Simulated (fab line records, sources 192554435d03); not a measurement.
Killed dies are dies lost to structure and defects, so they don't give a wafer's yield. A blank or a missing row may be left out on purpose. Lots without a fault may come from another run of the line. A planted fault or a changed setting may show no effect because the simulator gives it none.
Chamber matching | flow n5_finfet | N5_BEOL_M7_STRIP_36 on rie_diel-01: 4 sister chambers
The step strips in N2/H2. 4 wafers are shown with their chamber, then 7 later ones without.

WAFERS WITH THEIR CHAMBER
wafer  | chamber | showerhead_plenum_p_Torr (Torr)
L078.5 | 3       | 2.56
L081.1 | 0       | 2.46
L082.2 | 1       | 2.47
L082.3 | 2       | 2.44

WAFERS WITHOUT THEIR CHAMBER
wafer  | showerhead_plenum_p_Torr (Torr)
L082.4 | 2.56
L091.2 | 2.55
L091.3 | 2.46
L091.5 | 2.56
L097.2 | 2.55
L097.3 | 2.43
L097.6 | 2.43

WHICH CHAMBER EACH WENT THROUGH
wafer  | from the rows above     | in truth
L082.4 | 3                       | 3
L091.2 | 3                       | 3
L091.3 | can't be placed: 0 or 1 | 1
L091.5 | 3                       | 3
L097.2 | 3                       | 3
L097.3 | 2                       | 2
L097.6 | 2                       | 2
Placed correctly: 6 of 7. Can't be placed from these rows: 1 (the true chamber is among the candidates in 1). Placed wrongly: 0.
How it was worked out, from the rows above alone: a wafer's distance from a chamber is the root of the sum, over the readings, of the square of ((its reading less the chamber's mean) divided by the reading's scatter). The wafer belongs to the nearest chamber; if the next one is less than 2 further off, it can't be placed. A chamber's mean is the mean of its shown wafers. The scatter: with one shown wafer a chamber, the root of the mean of the squares of how far each hidden wafer lies from its nearest shown one.
